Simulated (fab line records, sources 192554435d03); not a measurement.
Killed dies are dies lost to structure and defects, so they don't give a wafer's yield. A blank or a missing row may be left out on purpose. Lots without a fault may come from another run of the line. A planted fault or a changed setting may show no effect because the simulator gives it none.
fab line records | flow n5_finfet
record lots=10 wafers=30 last_day=19
route steps=1938 shown HKMG_FIN@398 BEOL_M4@1111 PASSIVATION@1936
lots that met no fault: from a run of the same line without faults
start_h: hours from the record's first day to the start of the lot's first wafer shown | wait_h: hours since the lot's step before | " the same as in the row above | L1.1+2: a row that stands for several wafers | - no value, or no start given | * or withheld: withheld | < > ~ a bound
route shown NAME@n: a module of which the file shows steps, and the number in the route of the first | usual: mean/standard deviation of fault-free wafers | same: alike in all rows | chamber/n: place in a boat | sites: the reading at each site | _std_site: their standard deviation | _edge_site: outer sites' mean less inner sites' | radius_mm: how far each site lies from the wafer's centre | mask NAME#n: copy n | behind: the tool/chamber that last shaped the wafer | hold: why the lot was held/for how many hours/how that ended | device: the transistor (n, p or np) that didn't switch | end of line: the same wafers' tests at the end of the route | a step without rows: its recipe alone | killed: dies lost to structure and defects at the first sort, not the wafer's yield | map: a wafer's dies, x killed, . not, _ none there
set.NAME: the setting as run; set.NAME@STEP: as run at that earlier step | model.NAME: the simulator's own value behind a step, which no gauge read
steps of the route over a sample of lots; a table a step, a row a wafer
services: from which hour (start_h, from the record's first day; less than 0 if before it) a tool's chamber was out of use, for how many hours, and why
## steps
# step N5_HKMG_FIN_CD_MEAS_49
# recipe target_cd_nm=202 landing_energy_ev=500 detector=se_inlens polarity=opening
# usual cd_nm=202.2/0.69
# columns lot.wafer tool chamber start_h wait_h cd_nm
L183.1 cd_sem-01 0 77.44 - 202.2
L183.2 " 0 " " 202.2
L183.6 " 0 " " 202.2
L187.1 cd_sem-02 0 106.29 - 201.4
L187.4 " 0 " " 202.3
L187.6 " 0 " " 201.4
L188.2 cd_sem-03 0 110.79 - 200.7
L188.5 " 0 " " 201.3
L188.6 " 0 " " 201.9
L189.1 cd_sem-01 0 115.25 - 202.4
L189.3 " 0 " " 203.3
L189.6 " 0 " " 202.3
L190.2 cd_sem-03 0 122.91 - 202.3
L190.4 " 0 " " 203.2
L190.5 " 0 " " 202.2
L193.1 cd_sem-03 0 139.81 - 202.2
L193.4 " 0 " " 201.7
L193.5 " 0 " " 201.9
L194.1 cd_sem-01 0 142.29 - 200.5
L194.2 " 0 " " 201.8
L194.4 " 0 " " 201.7
L200.4 cd_sem-02 0 179.52 - 201.5
L200.5 " 0 " " 202.0
L200.6 " 0 " " 201.9
L201.2 cd_sem-02 0 186.03 - 203.2
L201.3 " 0 " " 202.4
L201.5 " 0 " " 202.0
L204.1 cd_sem-01 0 205.01 - 202.6
L204.5 " 0 " " 201.8
L204.6 " 0 " " 201.2
# step N5_HKMG_FIN_STRIP_60
# recipe chemistry=N2/H2 power_w=2500 temp_c=300 h2_frac=0.65 time_s=360 pressure_mtorr=withheld n2_flow_sccm=1750 h2_flow_sccm=3250
# usual drypump_motor_current_A=5.2/0.43 heater_power_w=438/16
# columns lot.wafer tool chamber start_h wait_h drypump_motor_current_A heater_power_w rf_hours_counter_h
L183.1 plasma_asher-02 1 78.64 0.0 4.7 422 94
L183.2 " 0 " " 5.2 455 94
L183.6 " 1 " " 4.7 421 -
L187.1 plasma_asher-01 1 107.61 0.0 5.9 436 39
L187.4 " 0 " " 5.2 455 -
L187.6 " 1 " " 5.9 439 -
L188.2 plasma_asher-02 0 111.75 0.0 5.2 452 100
L188.5 " 1 " " 4.7 416 -
L188.6 " 0 " " 5.2 443 -
L189.1 plasma_asher-01 1 116.22 0.0 5.9 425 41
L189.3 " 0 " " 5.2 450 -
L189.6 " 1 " " 5.9 442 -
L190.2 plasma_asher-02 0 123.88 0.0 5.2 456 103
L190.4 " 1 " " 4.7 400 -
L190.5 " 0 " " 5.2 454 -
L193.1 plasma_asher-01 0 140.96 0.0 5.2 448 46
L193.4 " 0 " " 5.2 449 -
L193.5 " 0 " " 5.2 444 -
L194.1 plasma_asher-02 0 143.26 0.0 5.2 442 107
L194.2 " 1 " " 4.7 404 107
L194.4 " 0 " " 5.2 444 -
L200.4 plasma_asher-01 0 180.60 0.1 5.2 447 -
L200.5 " 0 " " 5.2 456 -
L200.6 " 1 " " 5.9 452 -
L201.2 plasma_asher-02 1 187.00 0.0 4.7 412 116
L201.3 " 1 " " 4.7 409 -
L201.5 " 1 " " 4.7 408 -
L204.1 plasma_asher-02 0 205.99 0.0 5.2 455 119
L204.5 " 1 " " 4.7 414 -
L204.6 " 0 " " 5.3 443 -
# step N5_HKMG_FIN_THK_MEAS_70
# recipe thk_meas_gauge=xrf reads=HfO2_of_HKMG_FIN_HK_ALD_01
# usual HK_THK=1.609/0.021
# columns lot.wafer tool chamber start_h wait_h HK_THK[nm]
L183.1 film_metro-02 - 80.32 0.2 1.614
L183.2 " - " " 1.604
L183.6 " - " " 1.646
L187.1 film_metro-02 - 109.15 0.2 1.600
L187.4 " - " " 1.595
L187.6 " - " " 1.640
L188.2 film_metro-01 - 113.30 0.2 1.619
L188.5 " - " " 1.608
L188.6 " - " " 1.610
L189.1 film_metro-01 - 117.75 0.2 1.617
L189.3 " - " " 1.627
L189.6 " - " " 1.616
L190.2 film_metro-02 - 125.41 0.2 1.583
L190.4 " - " " 1.610
L190.5 " - " " 1.585
L193.1 film_metro-01 - 142.61 0.3 1.626
L193.4 " - " " 1.614
L193.5 " - " " 1.627
L194.1 film_metro-01 - 144.98 0.3 1.608
L194.2 " - " " 1.636
L194.4 " - " " 1.644
L200.4 film_metro-02 - 182.09 0.2 1.588
L200.5 " - " " 1.601
L200.6 " - " " 1.593
L201.2 film_metro-02 - 188.60 0.2 1.612
L201.3 " - " " 1.584
L201.5 " - " " 1.574
L204.1 film_metro-02 - 207.59 0.2 1.637
L204.5 " - " " 1.610
L204.6 " - " " 1.570
# step N5_HKMG_FIN_PWFM_ALD_03
# recipe material=TiN target_thk_a=20 temp_c=400 ald_precursor_family=TiCl4 ald_co_reactant=NH3 pulse_time_s=1 purge_time_s=3 co_reactant_purge_time_s=2 co_reactant_pulse_time_s=2 ald_cycles=91 pressure_torr=3
# usual ald_cycles=91/0 heater_power_w=918/120 precursor_pulse_height_rel=1.002/0.017
# same pulse_time_s=1
# columns lot.wafer tool chamber start_h wait_h ald_cycles heater_power_w precursor_pulse_height_rel
L183.1 ald_metal-02 3 80.36 0.0 91 943 1.006
L183.2 " 0 " " 91 890 0.996
L183.6 " 2 " " 91 846 0.993
L187.1 ald_metal-02 2 109.18 0.0 91 869 1.004
L187.4 " 3 " " 91 904 1.001
L187.6 " 1 " " 91 997 0.966
L188.2 ald_metal-01 1 113.33 0.0 91 1147 0.998
L188.5 " 2 " " 91 976 0.989
L188.6 " 3 " " 91 790 0.989
L189.1 ald_metal-01 1 117.79 0.0 91 1165 0.972
L189.3 " 0 " " 91 825 1.003
L189.6 " 1 " " 91 1171 1.027
L190.2 ald_metal-01 1 125.45 0.0 91 1151 0.995
L190.4 " 3 " " 42 820 0.998
L190.5 " 0 " " 91 807 1.026
L193.1 ald_metal-01 0 142.65 0.0 91 829 1.011
L193.4 " 0 " " 42 840 1.005
L193.5 " 2 " " 91 983 0.997
L194.1 ald_metal-02 2 145.02 0.0 91 858 0.995
L194.2 " 1 " " 91 1002 0.972
L194.4 " 0 " " 91 866 0.964
L200.4 ald_metal-02 2 182.12 0.0 91 878 0.999
L200.5 " 1 " " 91 1011 0.979
L200.6 " 0 " " 91 862 1.031
L201.2 ald_metal-03 0 188.64 0.0 91 1044 1.000
L201.3 " 1 " " 91 828 1.001
L201.5 " 1 " " 91 844 1.027
L204.1 ald_metal-03 2 207.63 0.0 91 697 1.004
L204.5 " 0 " " 91 1073 1.040
L204.6 " 3 " " 91 807 0.977
# step N5_BEOL_M4_RC_MEAS_101
# usual DIBL_N=36.5/1.9 DIBL_P=36.4/2.2 IOFF_N=0.17/0.034 IOFF_P=0.21/0.036 IOFF_P_85C=3.6/0.51 IOFF_P_LIN=0.097/0.012 IOFF_P_LONG=0.000102/8.3e-06 ION_N=678/12 ION_P=462/7.1 SS_N=71.7/0.61 SS_P=73.4/0.71 VT_N=249/3.5 VT_P=-251/3 VT_P_LONG=-276.7/2.8 VT_P_LVT=-98.7/2.8
# columns lot.wafer tool chamber start_h wait_h DIBL_N[mV/V] DIBL_P[mV/V] IOFF_N[nA/um] IOFF_P[nA/um] IOFF_P_85C[nA/um] IOFF_P_LIN[nA/um] IOFF_P_LONG[nA/um] ION_N[uA/um] ION_P[uA/um] SS_N[mV/dec] SS_P[mV/dec] VT_N[mV] VT_P[mV] VT_P_LONG[mV] VT_P_LVT[mV]
L183.1 prober-02 0 185.35 0.0 37.6 37.9 0.16 0.23 4.0 0.104 0.000104 671 455 71.6 73.9 248 -250 -273.6 -96.6
L183.2 " 0 " " 40.3 40.5 0.23 0.27 4.5 0.119 0.000106 691 471 71.8 75.4 243 -247 -277.6 -92.9
L183.6 " 0 " " 36.1 35.1 0.15 0.18 3.2 0.088 0.000105 666 453 70.9 73.0 251 -253 -278.0 -99.0
L187.1 prober-02 0 209.41 0.0 38.1 38.5 0.20 0.25 4.1 0.114 0.000101 687 464 71.9 73.6 246 -249 -279.3 -96.5
L187.4 " 0 " " 35.4 33.8 0.14 0.18 3.0 0.088 0.0001 670 456 71.4 72.7 251 -252 -276.4 -100.8
L187.6 " 0 " " 39.0 39.9 0.22 0.28 4.5 0.122 0.000106 688 473 72.3 74.6 245 -248 -273.9 -95.1
L188.2 prober-01 0 213.71 0.2 38.0 36.3 0.18 0.21 3.7 0.096 0.0001 679 458 71.9 73.6 250 -251 -279.4 -96.2
L188.5 " 0 " " 38.1 36.2 0.17 0.19 3.3 0.088 9.5e-05 669 453 72.0 73.5 252 -255 -279.8 -98.8
L188.6 " 0 " " 36.9 36.1 0.16 0.21 3.6 0.096 0.000102 676 461 71.0 73.4 248 -249 -277.5 -97.0
L190.2 prober-01 0 237.59 0.2 36.3 34.0 0.13 0.17 3.1 0.084 9.5e-05 664 456 70.8 72.6 253 -258 -283.0 -101.4
L190.4 " 0 " " 36.0 33.9 0.13 0.03 0.7 0.014 4.3e-05 671 380 70.9 73.0 252 -303 -325.3 -150.3
L190.5 " 0 " " 35.0 32.9 0.12 0.16 2.9 0.081 0.000102 658 458 71.3 72.2 256 -256 -281.8 -100.9
L189.1 prober-02 0 238.07 0.0 34.9 34.9 0.15 0.20 3.5 0.099 0.000118 681 470 71.3 73.2 247 -250 -274.0 -99.1
L189.3 " 0 " " 35.3 33.9 0.15 0.19 3.4 0.095 0.000111 666 458 71.8 72.7 249 -248 -272.7 -100.1
L189.6 " 0 " " 34.3 33.7 0.14 0.19 3.4 0.095 0.000115 667 469 71.0 72.7 250 -253 -274.5 -99.3
L193.1 prober-02 0 274.55 0.0 35.0 34.6 0.12 0.17 2.9 0.083 0.000103 667 456 71.5 72.6 256 -254 -274.7 -101.4
L193.4 " 0 " " 35.8 35.2 0.13 0.03 0.7 0.015 5.4e-05 664 380 71.1 72.2 254 -301 -322.8 -148.8
L193.5 " 0 " " 34.6 34.4 0.12 0.16 2.8 0.080 0.000105 657 454 71.2 71.9 252 -254 -278.1 -102.0
L194.1 prober-01 0 276.51 0.0 38.7 36.9 0.17 0.20 3.5 0.092 8.6e-05 686 460 71.9 73.5 248 -252 -278.4 -102.2
L194.2 " 0 " " 37.4 35.4 0.15 0.18 3.2 0.087 8.7e-05 657 455 71.2 73.8 254 -254 -280.6 -103.4
L194.4 " 0 " " 39.8 39.0 0.20 0.24 4.0 0.104 9.1e-05 690 466 72.5 74.3 249 -252 -278.8 -99.1
L201.2 prober-01 0 298.12 0.2 36.8 38.1 0.18 0.22 3.9 0.101 9.9e-05 676 468 71.6 73.6 248 -252 -277.5 -98.9
L201.3 " 0 " " 35.3 37.1 0.16 0.19 3.4 0.092 9.3e-05 673 456 72.2 72.8 251 -254 -279.2 -100.4
L201.5 " 0 " " 35.3 37.4 0.17 0.20 3.6 0.096 9.8e-05 689 470 72.2 72.9 249 -252 -275.7 -100.0
L200.4 prober-01 0 307.56 0.5 33.3 34.4 0.14 0.16 3.0 0.081 9.9e-05 686 462 72.0 72.5 250 -254 -279.8 -103.1
L200.5 " 0 " " 33.8 34.5 0.12 0.16 3.0 0.079 9.2e-05 662 455 71.7 73.3 254 -253 -281.1 -102.9
L200.6 " 0 " " 35.5 36.3 0.16 0.19 3.4 0.090 9.7e-05 674 456 71.9 73.9 250 -253 -283.0 -100.5
L204.1 prober-01 0 333.86 0.0 33.3 33.5 0.13 0.15 2.9 0.079 0.0001 663 460 71.1 72.2 250 -253 -276.7 -103.1
L204.5 " 0 " " 37.5 38.2 0.19 0.21 3.7 0.097 0.000101 677 459 72.0 73.9 248 -250 -276.7 -100.2
L204.6 " 0 " " 36.8 36.7 0.18 0.20 3.5 0.094 9.7e-05 680 460 71.3 73.4 244 -252 -280.5 -100.0
# step N5_PASSIVATION_PROBE_49
# usual defect_limited_yield=91.0/1.5 killed_at_M0_to_M3=35/11 killed_at_M4_up=13/5 killed_at_contacts=12/5.9 killed_at_front_end=42/13 killed_at_other=3/3.2 killed_dies=106/18 killed_open=69/13 killed_short=35/8.9 sort_bin_5_function=5.2/0.95 sort_bin_6_memory=3.3/0.71 sort_bin_8_speed=0.00/0.016 sort_n_pass=1074/18 sort_yield_pct=91.0/1.5
# same gross_dies=1180 killed_at_back_side=0 sort_bin_4_leakage[%]=0
# columns lot.wafer tool chamber start_h wait_h defect_limited_yield[%] killed_at_M0_to_M3 killed_at_M4_up killed_at_contacts killed_at_front_end killed_at_other killed_dies killed_open killed_short sort_bin_5_function[%] sort_bin_6_memory[%] sort_bin_8_speed[%] sort_n_pass sort_yield_pct[%]
L183.1 prober-01 - 291.25 0.0 88.6 41 15 6 64 8 134 70 60 6.9 3.8 0 1046 88.6
L183.2 prober-01 - 291.30 0.1 89.2 34 19 21 51 3 128 80 44 6.4 4.2 0 1052 89.2
L183.6 prober-01 - 291.50 0.3 89.2 42 12 12 49 12 127 73 51 6.0 4.0 0 1053 89.2
L188.2 prober-02 - 320.09 0.1 92.0 40 9 11 27 7 94 64 29 5.3 2.3 0 1086 92.0
L188.5 prober-02 - 320.24 0.2 90.1 41 15 28 28 5 117 88 27 5.6 4.0 0 1063 90.1
L188.6 prober-02 - 320.29 0.3 93.0 30 11 17 21 4 83 57 25 4.9 1.9 0 1097 93.0
L187.1 prober-02 - 339.87 0.0 93.3 15 11 7 42 4 79 55 22 4.3 2.3 0 1101 93.3
L187.4 prober-02 - 340.02 0.2 92.5 17 13 5 53 0 88 62 26 3.8 3.3 0 1092 92.5
L187.6 prober-02 - 340.12 0.3 91.1 24 15 12 53 1 105 68 35 5.8 3.1 0 1075 91.1
L189.1 prober-01 - 344.90 0.0 92.9 15 17 19 27 6 84 60 22 3.8 2.9 0 1096 92.9
L189.3 prober-01 - 345.00 0.1 91.6 18 12 26 43 0 99 72 27 5.3 2.9 0 1081 91.6
L189.6 prober-01 - 345.15 0.3 92.4 30 13 7 38 2 90 59 29 4.9 2.4 0 1090 92.4
L190.2 prober-01 - 354.06 0.1 90.2 26 8 23 51 8 116 81 33 5.8 3.6 0 1064 90.2
L190.4 prober-01 - 354.16 0.2 90.0 39 21 20 36 2 118 74 44 6.2 3.2 90.00 0 0
L190.5 prober-01 - 354.21 0.2 90.9 28 5 20 52 2 107 70 31 5.1 3.4 0 1073 90.9
L194.1 prober-02 - 377.11 0.1 91.4 26 21 10 38 6 101 68 32 5.1 3.4 0 1079 91.4
L194.2 prober-02 - 377.16 0.2 89.7 35 11 22 43 11 122 79 42 6.2 3.6 0 1058 89.7
L194.4 prober-02 - 377.26 0.3 90.4 30 23 16 40 4 113 72 40 5.3 3.9 0 1067 90.4
L193.1 prober-02 - 390.60 0.0 90.5 28 12 15 57 0 112 84 27 5.2 4.1 0 1068 90.5
L193.4 prober-02 - 390.75 0.2 87.1 38 12 16 84 2 152 105 47 8.1 4.4 87.12 0 0
L193.5 prober-02 - 390.80 0.2 89.7 43 10 4 63 1 121 77 33 5.2 4.0 0 1059 89.7
L201.2 prober-02 - 409.66 0.1 88.6 56 13 14 51 1 135 79 52 6.2 4.7 0 1045 88.6
L201.3 prober-02 - 409.71 0.1 89.6 49 12 11 49 2 123 74 49 6.9 3.0 0 1057 89.6
L201.5 prober-02 - 409.81 0.2 88.3 52 14 14 57 1 138 85 48 6.4 4.8 0 1042 88.3
L200.4 prober-01 - 425.43 0.2 93.6 25 11 13 23 3 75 47 26 3.9 2.3 0 1105 93.6
L200.5 prober-01 - 425.48 0.2 91.0 49 13 7 32 5 106 71 34 6.3 2.6 0 1074 91.0
L200.6 prober-01 - 425.53 0.3 92.8 32 6 12 35 0 85 56 26 4.9 2.0 0 1095 92.8
L204.1 prober-02 - 444.91 0.0 88.8 70 8 13 36 5 132 81 47 6.1 4.2 0 1048 88.8
L204.5 prober-02 - 445.11 0.2 92.4 38 17 8 22 5 90 62 28 5.0 2.3 0 1090 92.4
L204.6 prober-02 - 445.16 0.3 92.2 37 12 10 32 1 92 64 24 4.8 2.5 0 1088 92.2
# killed by level:class
L183.1 FIN_SAQP:geometric_particle:short=23 BEOL_M0_SAQP:geometric_particle:open=14 FIN_SAQP:geometric_particle:open=13 BEOL_M0_SAQP:geometric_particle:short=11 STI_FIN_REVEAL:geometric_particle:open=8 BEOL_M2:geometric_particle:open=6 BEOL_M4:geometric_particle:open=6 STARTING-WAFER:geometric_particle:short=5
L183.2 MOL_CONTACT_COAG:geometric_particle:open=14 FIN_SAQP:geometric_particle:short=12 STI_FIN_REVEAL:geometric_particle:open=10 BEOL_M4:geometric_particle:open=9 BEOL_M0_SAQP:geometric_particle:open=8 BEOL_M0_SAQP:geometric_particle:short=8 MOL_CONTACT_COAG:geometric_particle:short=7 FIN_SAQP:geometric_particle:open=5
L183.6 FIN_SAQP:geometric_particle:short=19 FIN_SAQP:geometric_particle:open=14 BEOL_M2:geometric_particle:open=14 MOL_CONTACT_COAG:geometric_particle:open=10 BEOL_M0_SAQP:geometric_particle:short=7 BEOL_M1:geometric_particle:open=6 STI_FIN_REVEAL:geometric_particle:open=5 BEOL_M4:geometric_particle:open=5
L188.2 BEOL_M0_SAQP:geometric_particle:open=13 MOL_CONTACT_COAG:geometric_particle:open=8 BEOL_M0_SAQP:geometric_particle:short=7 BEOL_M3:geometric_particle:open=7 STI_FIN_REVEAL:geometric_particle:open=6 BEOL_M2:geometric_particle:open=5 FIN_SAQP:geometric_particle:open=4 GATE_CUT:geometric_particle:open=4
L188.5 MOL_CONTACT_COAG:geometric_particle:open=26 BEOL_M2:geometric_particle:open=15 BEOL_M0_SAQP:geometric_particle:open=10 BEOL_M0_SAQP:geometric_particle:short=7 GATE_CUT:geometric_particle:open=5 BEOL_M4:geometric_particle:open=5 FIN_SAQP:geometric_particle:open=4 STI_FIN_REVEAL:geometric_particle:open=3
L188.6 MOL_CONTACT_COAG:geometric_particle:open=17 BEOL_M2:geometric_particle:open=7 BEOL_M0_SAQP:geometric_particle:open=6 ILD0:geometric_particle:short=4 BEOL_M0_SAQP:geometric_particle:short=4 BEOL_M3:geometric_particle:open=4 BEOL_M1:geometric_particle:open=4 FIN_SAQP:geometric_particle:short=3
L187.1 STI_FIN_REVEAL:geometric_particle:open=10 FIN_SAQP:geometric_particle:open=9 FIN_SAQP:geometric_particle:short=8 GATE_CUT:geometric_particle:open=7 MOL_CONTACT_COAG:geometric_particle:open=5 BEOL_M3:geometric_particle:open=5 BEOL_M0_SAQP:geometric_particle:short=4 DUMMY_GATE:geometric_particle:open=3
L187.4 FIN_SAQP:geometric_particle:short=11 FIN_SAQP:geometric_particle:open=10 STI_FIN_REVEAL:geometric_particle:open=9 BEOL_M0_SAQP:geometric_particle:open=7 GATE_CUT:geometric_particle:short=5 MOL_CONTACT_COAG:geometric_particle:open=5 BEOL_M4:geometric_particle:open=5 BEOL_M2:geometric_particle:open=4
L187.6 STI_FIN_REVEAL:geometric_particle:open=14 FIN_SAQP:geometric_particle:open=12 MOL_CONTACT_COAG:geometric_particle:open=10 BEOL_M4:geometric_particle:open=8 BEOL_M0_SAQP:geometric_particle:short=7 GATE_CUT:geometric_particle:short=7 STI_FIN_REVEAL:geometric_particle:short=5 FIN_SAQP:geometric_particle:short=4
L189.1 MOL_CONTACT_COAG:geometric_particle:open=18 BEOL_M4:geometric_particle:open=9 FIN_SAQP:geometric_particle:open=5 STI_FIN_REVEAL:geometric_particle:open=5 GATE_CUT:geometric_particle:open=5 BEOL_M0_SAQP:geometric_particle:open=5 GATE_CUT:geometric_particle:short=4 BEOL_M4:geometric_particle:short=4
L189.3 MOL_CONTACT_COAG:geometric_particle:open=20 FIN_SAQP:geometric_particle:short=11 STI_FIN_REVEAL:geometric_particle:open=10 BEOL_M5:geometric_particle:open=7 MOL_CONTACT_COAG:geometric_particle:short=6 GATE_CUT:geometric_particle:short=6 BEOL_M1:geometric_particle:open=6 BEOL_M2:geometric_particle:open=6
L189.6 BEOL_M2:geometric_particle:open=10 FIN_SAQP:geometric_particle:short=7 STI_FIN_REVEAL:geometric_particle:open=7 GATE_CUT:geometric_particle:short=7 MOL_CONTACT_COAG:geometric_particle:open=7 FIN_SAQP:geometric_particle:open=5 BEOL_M6:geometric_particle:open=5 DUMMY_GATE:geometric_particle:open=4
L190.2 MOL_CONTACT_COAG:geometric_particle:open=21 BEOL_M0_SAQP:geometric_particle:open=13 STI_FIN_REVEAL:geometric_particle:open=10 FIN_SAQP:geometric_particle:short=7 FIN_SAQP:geometric_particle:open=6 STARTING-WAFER:geometric_particle:short=6 DUMMY_GATE:geometric_particle:open=5 BEOL_M2:geometric_particle:open=5
L190.4 MOL_CONTACT_COAG:geometric_particle:open=18 FIN_SAQP:geometric_particle:short=14 BEOL_M0_SAQP:geometric_particle:short=14 BEOL_M0_SAQP:geometric_particle:open=12 STI_FIN_REVEAL:geometric_particle:open=8 BEOL_M4:geometric_particle:open=7 BEOL_M2:geometric_particle:open=6 BEOL_M5:geometric_particle:open=4
L190.5 MOL_CONTACT_COAG:geometric_particle:open=15 FIN_SAQP:geometric_particle:open=14 FIN_SAQP:geometric_particle:short=9 STI_FIN_REVEAL:geometric_particle:open=9 BEOL_M0_SAQP:geometric_particle:short=8 BEOL_M1:geometric_particle:open=7 MOL_CONTACT_COAG:geometric_particle:short=5 BEOL_M0_SAQP:geometric_particle:open=5
L194.1 STI_FIN_REVEAL:geometric_particle:open=13 MOL_CONTACT_COAG:geometric_particle:open=10 BEOL_M0_SAQP:geometric_particle:open=8 BEOL_M0_SAQP:geometric_particle:short=7 FIN_SAQP:geometric_particle:short=5 FIN_SAQP:geometric_particle:open=5 GATE_CUT:geometric_particle:short=5 BEOL_M3:geometric_particle:open=4
L194.2 MOL_CONTACT_COAG:geometric_particle:open=16 STI_FIN_REVEAL:geometric_particle:open=11 GATE_CUT:geometric_particle:short=9 BEOL_M0_SAQP:geometric_particle:short=9 BEOL_M0_SAQP:geometric_particle:open=8 MOL_CONTACT_COAG:geometric_particle:short=6 BEOL_M4:geometric_particle:open=6 BEOL_M2:geometric_particle:open=6
L194.4 BEOL_M4:geometric_particle:open=10 MOL_CONTACT_COAG:geometric_particle:open=9 STI_FIN_REVEAL:geometric_particle:open=8 BEOL_M2:geometric_particle:open=8 BEOL_M3:geometric_particle:open=8 GATE_CUT:geometric_particle:short=7 MOL_CONTACT_COAG:geometric_particle:short=7 FIN_SAQP:geometric_particle:short=6
L193.1 STI_FIN_REVEAL:geometric_particle:open=23 MOL_CONTACT_COAG:geometric_particle:open=15 BEOL_M2:geometric_particle:open=8 BEOL_M1:geometric_particle:open=7 GATE_CUT:geometric_particle:open=5 BEOL_M3:geometric_particle:open=5 FIN_SAQP:geometric_particle:open=4 FIN_SAQP:geometric_particle:short=4
L193.4 STI_FIN_REVEAL:geometric_particle:open=29 FIN_SAQP:geometric_particle:short=18 BEOL_M3:geometric_particle:open=15 MOL_CONTACT_COAG:geometric_particle:open=12 FIN_SAQP:geometric_particle:open=8 BEOL_M1:geometric_particle:open=7 GATE_CUT:geometric_particle:short=7 BEOL_M2:geometric_particle:open=7
L193.5 STI_FIN_REVEAL:geometric_particle:open=17 BEOL_M2:geometric_particle:open=16 FIN_SAQP:geometric_particle:short=14 HKMG_FIN:area_etch=10 BEOL_M0_SAQP:geometric_particle:short=8 BEOL_M1:geometric_particle:open=6 BEOL_M0_SAQP:geometric_particle:open=5 BEOL_M3:geometric_particle:open=5
L201.2 BEOL_M0_SAQP:geometric_particle:short=19 STI_FIN_REVEAL:geometric_particle:open=14 BEOL_M0_SAQP:geometric_particle:open=14 MOL_CONTACT_COAG:geometric_particle:open=11 FIN_SAQP:geometric_particle:short=10 BEOL_M1:geometric_particle:open=6 FIN_SAQP:geometric_particle:open=5 BEOL_M1:geometric_particle:short=5
L201.3 FIN_SAQP:geometric_particle:open=16 BEOL_M0_SAQP:geometric_particle:short=15 FIN_SAQP:geometric_particle:short=11 MOL_CONTACT_COAG:geometric_particle:open=9 BEOL_M0_SAQP:geometric_particle:open=8 BEOL_M2:geometric_particle:short=8 BEOL_M2:geometric_particle:open=6 BEOL_M1:geometric_particle:open=6
L201.5 BEOL_M0_SAQP:geometric_particle:open=16 STI_FIN_REVEAL:geometric_particle:open=14 FIN_SAQP:geometric_particle:short=12 MOL_CONTACT_COAG:geometric_particle:open=10 FIN_SAQP:geometric_particle:open=8 BEOL_M0_SAQP:geometric_particle:short=8 BEOL_M4:geometric_particle:open=7 BEOL_M2:geometric_particle:open=6
L200.4 MOL_CONTACT_COAG:geometric_particle:open=10 BEOL_M4:geometric_particle:open=7 BEOL_M0_SAQP:geometric_particle:open=6 BEOL_M3:geometric_particle:open=5 BEOL_M1:geometric_particle:open=4 FIN_SAQP:geometric_particle:short=3 DUMMY_GATE:geometric_particle:open=3 SPACER0:geometric_particle:short=3
L200.5 BEOL_M3:geometric_particle:open=15 BEOL_M2:geometric_particle:open=13 FIN_SAQP:geometric_particle:short=6 FIN_SAQP:geometric_particle:open=6 GATE_CUT:geometric_particle:open=5 MOL_CONTACT_COAG:geometric_particle:open=5 BEOL_M0_SAQP:geometric_particle:short=5 ILD0:geometric_particle:short=4
L200.6 BEOL_M2:geometric_particle:open=9 FIN_SAQP:geometric_particle:short=7 MOL_CONTACT_COAG:geometric_particle:open=7 BEOL_M0_SAQP:geometric_particle:open=7 FIN_SAQP:geometric_particle:open=5 BEOL_M3:geometric_particle:open=5 STARTING-WAFER:geometric_particle:open=4 GATE_CUT:geometric_particle:open=3
L204.1 BEOL_M0_SAQP:geometric_particle:open=20 BEOL_M0_SAQP:geometric_particle:short=13 MOL_CONTACT_COAG:geometric_particle:open=11 BEOL_M2:geometric_particle:open=11 STI_FIN_REVEAL:geometric_particle:open=10 BEOL_M1:geometric_particle:open=10 BEOL_M1:geometric_particle:short=6 FIN_SAQP:geometric_particle:short=5
L204.5 BEOL_M1:geometric_particle:open=10 BEOL_M0_SAQP:geometric_particle:short=9 BEOL_M0_SAQP:geometric_particle:open=8 BEOL_M3:geometric_particle:open=8 MOL_CONTACT_COAG:geometric_particle:open=6 BEOL_M4:geometric_particle:open=6 FIN_SAQP:geometric_particle:open=5 FIN_SAQP:geometric_particle:short=4
L204.6 BEOL_M0_SAQP:geometric_particle:open=13 MOL_CONTACT_COAG:geometric_particle:open=9 FIN_SAQP:geometric_particle:short=7 BEOL_M3:geometric_particle:open=7 STI_FIN_REVEAL:geometric_particle:open=6 BEOL_M0_SAQP:geometric_particle:short=6 STI_FIN_REVEAL:geometric_particle:short=5 BEOL_M1:geometric_particle:open=5
## services
# columns tool chamber start_h hours kind
ald_metal-03 0 93.51 3.0 repair
ald_metal-03 3 103.73 3.1 repair
ald_metal-03 1 132.59 27.8 repair
ald_metal-01 3 139.18 7.2 repair
ald_metal-03 0 142.20 16.5 repair
ald_metal-03 - 196.43 0.6 repair
## key
first_sign step=N5_HKMG_FIN_PWFM_ALD_03 reading=ald_cycles direction=down sigmas=99+ usual=* struck=*
effect step=N5_BEOL_M4_RC_MEAS_101 reading=VT_P_LVT direction=down sigmas=18 usual=-98.7 struck=-149.5
effect step=N5_BEOL_M4_RC_MEAS_101 reading=VT_P_LONG direction=down sigmas=17 usual=-276.7 struck=-324.0
effect step=N5_BEOL_M4_RC_MEAS_101 reading=VT_P direction=down sigmas=17 usual=-251 struck=-302
effect step=N5_BEOL_M4_RC_MEAS_101 reading=ION_P direction=down sigmas=12 usual=462 struck=380
effect step=N5_BEOL_M4_RC_MEAS_101 reading=IOFF_P_LIN direction=down sigmas=6.6 usual=0.097 struck=0.015
effect step=N5_BEOL_M4_RC_MEAS_101 reading=IOFF_P_LONG direction=down sigmas=6.4 usual=0.000102 struck=4.8e-05
effect step=N5_BEOL_M4_RC_MEAS_101 reading=IOFF_P_85C direction=down sigmas=5.7 usual=3.6 struck=0.7
effect step=N5_BEOL_M4_RC_MEAS_101 reading=IOFF_P direction=down sigmas=5 usual=0.21 struck=0.03
effect step=N5_PASSIVATION_PROBE_49 reading=sort_bin_8_speed direction=up sigmas=99+ usual=0.00 struck=88.56
met_at N5_HKMG_FIN_PWFM_ALD_03
struck_lots L190,L193
struck_wafers L190.4,L193.4
baseline_loss step=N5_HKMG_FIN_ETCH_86 wafers=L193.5
not_acting_at N5_HKMG_FIN_CD_MEAS_49,N5_HKMG_FIN_STRIP_60,N5_HKMG_FIN_THK_MEAS_70
onset_between 117.79 125.45
fault kind=process_parameter_drift tool=ald_metal-01 chamber=- onset_h=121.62 steps=N5_HKMG_FIN_PWFM_ALD_03 channel=ald_cycles offset=* shape=step end_h=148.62 scope=struck_wafers_only acts_in=* stated=*
# baseline_loss: these wafers lose ten dies or more at that step, a loss of the line's own and not of a fault; the sort's usual values leave them out
